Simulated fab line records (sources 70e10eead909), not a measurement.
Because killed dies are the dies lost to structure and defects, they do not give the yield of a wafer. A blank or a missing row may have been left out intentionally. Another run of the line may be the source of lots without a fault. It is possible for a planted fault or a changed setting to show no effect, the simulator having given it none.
Which tool did it? | flow nand_harc | 6 lots with 17 wafers sampled at 4 steps, on a route of 1302 steps

## WHAT THE GAUGES SHOWED, per wafer
NHARC_A_ONON_D2_THK_MEAS_11: measures by ellipsometry.
lot  | measured     | on            | thk_nm (nm)
L175 | day 12 21:11 | film_metro-02 | 1008 1007 1007
L177 | day 13 17:46 | film_metro-01 | 1007 1005 1007
L181 | day 15 13:49 | film_metro-01 | 1024 1022 1024
L182 | day 15 18:11 | film_metro-01 | 999 998 997
L189 | day 18 14:56 | film_metro-01 | 983 984 982
L192 | day 20 02:10 | film_metro-01 | 1135 1000

## WHAT TOOL EACH LOT RAN ON (gives the tool, then ch and the chambers of the sampled wafers, and finally the start)
lot  | NHARC_A_DECK1_JOINT_ETCHBACK_07  | NHARC_A_DECK1_JOINT_CMP_13    | NHARC_A_ONON_D2_DEP_09
L175 | rie_si-05 ch 0,3, day 11 10:09   | cmp-02 ch 0,2, day 11 18:50   | pecvd_onon-01 ch 0, day 12 20:43
L177 | rie_si-05 ch 1,3, day 12 07:10   | cmp-04 ch 0,1, day 12 17:16   | pecvd_onon-03 ch 0, day 13 17:22
L181 | rie_si-04 ch 0,1,3, day 14 01:44 | cmp-03 ch 0,1,2, day 14 11:54 | pecvd_onon-02 ch 0, day 15 13:19
L182 | rie_si-05 ch 2,3, day 14 05:50   | cmp-02 ch 0,2, day 14 15:59   | pecvd_onon-03 ch 0, day 15 17:40
L189 | rie_si-01 ch 1,2,3, day 16 20:02 | cmp-03 ch 0,1,3, day 17 06:31 | pecvd_onon-02 ch 0, day 18 14:25
L192 | rie_si-01 ch 0,2, day 18 13:49   | cmp-04 ch 1,2, day 19 00:07   | pecvd_onon-03 ch 0, day 20 01:40
- NHARC_A_DECK1_JOINT_ETCHBACK_07: etches the open film in HBr, target depth 105 nm, time 26.9 s.
- NHARC_A_DECK1_JOINT_CMP_13: polishes, target thk 51.023 nm.
- NHARC_A_ONON_D2_DEP_09: target thk 1000 nm.

## THE ANSWER, worked out from the rows above alone
Rule: the lots themselves supply what counts as usual. Put in order of their means at a reading, lots are off if they are a third of the lots or fewer, leave a main group of 4 or more, and stand apart from it by a gap of 3 or more times the standard deviation of the main group's means; of several such gaps the widest counts. A main group is skipped when, at the precision printed for the reading in the tables above, its means are all equal. Also off: a lot with no number at a reading for which 4 or more lots have one. All remaining lots with rows at the step are treated as sound.
Off at NHARC_A_ONON_D2_THK_MEAS_11 (thk_nm): L192. The main group: mean 1004 nm, standard deviation 13.
A tool fits if, at a process step before that reading, it ran every lot that is off, and no sound lot after the first of them. Those tools and the gauges at NHARC_A_ONON_D2_THK_MEAS_11 are tried in the same way. Can't be told from this: 4 tools fit, rie_si-01 at NHARC_A_DECK1_JOINT_ETCHBACK_07, cmp-04 at NHARC_A_DECK1_JOINT_CMP_13, pecvd_onon-03 at NHARC_A_ONON_D2_DEP_09, film_metro-01 at NHARC_A_ONON_D2_THK_MEAS_11.

## WHAT THE SIMULATOR PUT IN
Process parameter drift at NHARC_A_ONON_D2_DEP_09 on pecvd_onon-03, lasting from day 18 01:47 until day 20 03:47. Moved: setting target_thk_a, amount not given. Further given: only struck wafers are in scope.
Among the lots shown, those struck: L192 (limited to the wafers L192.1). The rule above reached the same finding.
